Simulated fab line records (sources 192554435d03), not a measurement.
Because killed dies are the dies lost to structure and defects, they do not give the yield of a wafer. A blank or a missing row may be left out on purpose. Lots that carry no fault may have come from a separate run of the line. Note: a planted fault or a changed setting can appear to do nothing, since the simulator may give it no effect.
Struck lot and sound lot, side by side -- flow n5Finfet -- 18 out of 1938 route steps
Sound: these wafers, L440.2, L440.3, L440.5. Struck: wafer L455.6 (left out: L455.5, a lot-mate that was not struck); the cause follows at the end.
For every step that has rows: the tool of each side, followed by ch and its chambers, followed by its first start. Under that, the readings that differ: sound wafers -- struck wafers -- difference of the means -- sigmas: that difference in standard deviations of wafers without a fault.
alike: readings with means less than 2 such deviations apart, plus words and numbers identical on both sides. not compared: withheld readings, readings lacking a value on some wafer, bounds such as >300 that could conceal the same value, and numbers that have no deviation in the record and whose values overlap.
The two part at a step that has a row with sigmas, a row that says differs or no value, or rows on one side only. Numbers that don't overlap but have no deviation are shown without sigmas and don't part them. A reading that every wafer of one side lacks parts them only if that side has two wafers or more.

N5_BEOL_M0_SAQP_PECVD_03: deposits SiCN from 3MS/NH3, target thk 12 nm, time 21.1 s.
  sound on pecvd-02 ch 0,1,2, day 6 01:38; struck on pecvd-03 ch 0, day 9 19:16
reading,sound,struck,difference,sigmas
showerheadPlenumPTorr (Torr),3.677 3.674 3.688,3.646,-0.034,-3
  alike: rfFwdPowerW, showerheadVppV, throttleValvePct
N5_BEOL_M0_SAQP_PECVD_96: deposits a-Si from SiH4/He, target thk 45 nm, time 45.2 s.
  sound on pecvd-02 ch 0,1,2, day 6 01:40; struck on pecvd-03 ch 0, day 9 19:19
reading,sound,struck,difference,sigmas
showerheadPlenumPTorr (Torr),5.69 5.69 5.81,5.60,-0.13,-3
showerheadVppV (V),595 652 690,582,-64,-2
  alike: heaterPowerW, rfFwdPowerW, throttleValvePct
N5_BEOL_M0_SAQP_PECVD_97: deposits SiNx from SiH4/NH3/N2, target thk 23 nm, time 19.9 s.
  sound on pecvd-02 ch 0,1,2, day 6 01:43; struck on pecvd-03 ch 0, day 9 19:21
reading,sound,struck,difference,sigmas
rfFwdPowerW (W),297.9 298.3 295.0,293.4,-3.7,-2
showerheadPlenumPTorr (Torr),5.17 5.17 5.33,5.06,-0.16,-3
showerheadVppV (V),1039 1106 1200,1008,-107,-2
  alike: heaterPowerW, throttleValvePct
N5_BEOL_M0_SAQP_PECVD_04: deposits a-Si from SiH4/He, target thk 60 nm, time 60.2 s.
  sound on pecvd-02 ch 0,1,2, day 6 01:45; struck on pecvd-03 ch 0, day 9 19:25
reading,sound,struck,difference,sigmas
showerheadPlenumPTorr (Torr),5.70 5.70 5.80,5.61,-0.12,-3
showerheadVppV (V),603 641 704,587,-62,-2
  alike: heaterPowerW, rfFwdPowerW, throttleValvePct
N5_BEOL_M0_SAQP_THK_MEAS_05:
  sound on filmMetro-02 at day 6 01:50; struck on filmMetro-01 at day 9 19:28
  alike: thkNm
N5_BEOL_M0_SAQP_HM_DEP_111: deposits SiO2 from SiH4/N2O, target thk 12 nm, time 7.2 s.
  sound on pecvd-02 ch 0,1,2, day 6 01:53; struck on pecvd-02 ch 0, day 9 19:34
  alike: heaterPowerW, rfFwdPowerW, showerheadPlenumPTorr, showerheadVppV
then, 6 steps without rows for these wafers: N5_BEOL_M0_SAQP_COAT_81 (time 60 s, resist thk 100 nm); N5_BEOL_M0_SAQP_COAT_82 (time 60 s, resist thk 30 nm); N5_BEOL_M0_SAQP_COAT_08 (resist thk 90 nm); N5_BEOL_M0_SAQP_EBR_10; N5_BEOL_M0_SAQP_SOFTBAKE_09 (time 60 s); N5_BEOL_M0_SAQP_EXPOSE_11 (exposes mask M0 CORE, target cd 42 nm).
N5_BEOL_M0_SAQP_PEB_12: peb time 60 s.
  sound on lithoTrack-05 ch 0, day 6 02:16; struck on lithoTrack-02 ch 0, day 9 19:55
then, 1 step without rows for these wafers: N5_BEOL_M0_SAQP_DEVELOP_13 (develop time 30 s).
N5_BEOL_M0_SAQP_CD_MEAS_14 targets a cd of 42.5 nm.
  sound on cdSem-03 ch 0, day 6 02:19; struck on cdSem-03 ch 0, day 9 19:59
reading,sound,struck,difference,sigmas
cdNm (nm),42.2 42.8 42.5,37.3,-5.2,-13
N5_BEOL_M0_SAQP_OVL_MEAS_15:
  sound on overlay-02 ch 0, day 6 02:21; struck on overlay-02 ch 0, day 9 20:01
reading,sound,struck,difference,sigmas
M0_CORE_OVL (nm),0.3 -0.3 -1.0,2.2,+2.5,+3
-- the record jumps here: 3 days lie between the struck wafers' starts before and after (it left off in module BEOL_M0_SAQP and takes up again in module BEOL_M4, whose first step shown is number 1111 of the route) --
N5_BEOL_M4_RC_MEAS_101:
  sound on prober-02 ch 0, day 8 01:28; struck on prober-02 ch 0, day 12 10:46
reading,sound,struck,difference,sigmas
DIBL_N (mV/V),32.8 34.9 33.6,38.3,+4.5,+3
  alike: DIBL_P, IOFF_N, IOFF_P, ION_N, ION_P, SS_N, SS_P, VT_N, VT_P
-- here the record skips 4 days between the struck wafers' starts before and after, leaving off in module BEOL_M4 and picking up in module PASSIVATION (first step shown: number 1936 of the route) --
N5_PASSIVATION_PROBE_49:
  the record has rows for the struck wafers here (prober-02, day 16 16:57) and none for the sound ones

WHERE THEY PART
Earliest at N5_BEOL_M0_SAQP_PECVD_03; latest, in this record, at N5_PASSIVATION_PROBE_49.

WHY: what the simulator had put in
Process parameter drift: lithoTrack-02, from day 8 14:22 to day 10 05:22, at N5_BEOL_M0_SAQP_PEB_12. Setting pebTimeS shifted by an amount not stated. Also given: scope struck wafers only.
